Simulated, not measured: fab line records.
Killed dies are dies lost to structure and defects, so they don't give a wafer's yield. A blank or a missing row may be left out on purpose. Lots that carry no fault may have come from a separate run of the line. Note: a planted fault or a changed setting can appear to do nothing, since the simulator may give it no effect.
Split-lot experiment	flow n5 finfet	route with 1938 steps; 7 lots, 21 wafers read

## THE SPLIT
At N5_BEOL_M10_COAT_64 (time 60 s, resist thk 30 nm), the setting spin rpm was moved away from the recipe's 1500 rpm on 4 of the 21 wafers read, by -8.2% to +7.5%. The other wafers ran this setting at the recipe's value.

## FROM THE SPLIT TO THE READING: what the file shows between them, 3 steps
- N5_BEOL_M10_COAT_22: resist thk 90 nm
- N5_BEOL_M10_EBR_24
- N5_BEOL_M10_DESCUM_33: chemistry O2, time 7.9 s

## THE READING
CAR-ArF_of_BEOL_M10_COAT_22.thk nm (the simulator's own value, which no gauge read), in nm, at N5_BEOL_M10_ETCH_65 (etches SiARC in CF4, target depth 39 nm, time 65 s). The file gives no usual value for it. Across the 17 wafers here that went through the recipe, the average is 55.5 nm and the standard deviation 0.28 nm.

wafer	tool, chamber at the split	spin rpm as run, rpm	against the recipe	CAR-ArF_of_BEOL_M10_COAT_22.thk nm, nm	against lot-mates on the recipe
L074.4	litho track-03, 0	1500	recipe	55.6	-
L074.5	litho track-03, 0	1500	recipe	55.8	-
L074.6	litho track-03, 0	1377	-8.2%	54.4	-1.3
L075.2	litho track-03, 0	1500	recipe	55.6	-
L075.3	litho track-03, 0	1500	recipe	55.4	-
L075.6	litho track-03, 0	1500	recipe	55.6	-
L076.3	litho track-05, 0	1500	recipe	55.6	-
L076.5	litho track-05, 0	1500	recipe	56	-
L076.6	litho track-05, 0	1440	-4.0%	55.2	-0.6
L080.1	litho track-03, 0	1500	recipe	55.2	-
L080.5	litho track-03, 0	1500	recipe	54.8	-
L080.6	litho track-03, 0	1500	recipe	55	-
L086.1	litho track-01, 0	1500	recipe	55.6	-
L086.2	litho track-01, 0	1500	recipe	55.8	-
L086.5	litho track-01, 0	1500	recipe	55.6	-
L085.3	litho track-05, 0	1500	recipe	55.4	-
L085.5	litho track-05, 0	1500	recipe	55.4	-
L085.4	litho track-05, 0	1429	-4.7%	54.8	-0.6
L097.3	litho track-05, 0	1500	recipe	55.4	-
L097.5	litho track-05, 0	1500	recipe	55.4	-
L097.6	litho track-05, 0	1612	+7.5%	56.6	+1.2

THE FIT
A straight line over all 21 wafers: CAR-ArF_of_BEOL_M10_COAT_22.thk nm changes by +0.135 nm for each +1% of spin rpm; r = +0.82; the points scatter about the line by 0.28 nm.
The same after taking each lot's own level away (the mean of its wafers on the recipe; 21 wafers): +0.154 nm for each +1%; r = +0.97; scatter 0.12 nm.
According to that fit, moving spin rpm by its largest amount changes the reading by 1.3 nm.
The span of the lots' own levels, 55.00 to 55.80 nm, comes to 2.8 times the standard deviation stated above.
Thus the slope moves with the lot-to-lot level: the two fits are different.
Check: with one of the wafers moved furthest among these (-8.2%) left out of the fit, the line predicts -1.23 nm for it against its lot-mates. It came out at -1.3 nm against them.

## THESE WAFERS: OTHER SPLITS
Other splits were also applied to these wafers ahead of the reading. Each is held against what the fit with the lots' levels taken away leaves over:
other split on the same wafers	wafers away from the commonest value	r with CAR-ArF_of_BEOL_M10_COAT_22.thk nm (lot level and that fit taken away)
N5_BEOL_M8_TRENCH_ETCH_37 time s	8	+0.23
N5_BEOL_M8_ALD_77 ald cycles	4	-0.23
N5_BEOL_M9_TRENCH_ETCH_37 source w	7	-0.03
N5_BEOL_M10_COAT_63 spin rpm	8	+0.12

## THE WHOLE CHAIN: every reading that the file lists as answering this split, in the file's order
step	what it does	reading	change (the file's fit)	r (the file's)
N5_BEOL_M10_COAT_64	time 60 s, resist thk 30 nm	SiARC_of_BEOL_M10_COAT_64.thk nm (the simulator's own value, which no gauge read)	-0.156 nm for each +1% of the setting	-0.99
N5_BEOL_M10_ETCH_65	etches SiARC in CF4, target depth 39 nm, time 65 s	etch.depth nm (the simulator's own value, which no gauge read)	-0.153 nm for each +1% of the setting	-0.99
N5_BEOL_M10_ETCH_65	etches SiARC in CF4, target depth 39 nm, time 65 s	CAR-ArF_of_BEOL_M10_COAT_22.thk nm (the simulator's own value, which no gauge read)	+0.154 nm for each +1% of the setting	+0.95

## FILE'S OWN FIT
CAR-ArF_of_BEOL_M10_COAT_22.thk nm changes by +0.154 nm for each +1% of spin rpm, r = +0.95.
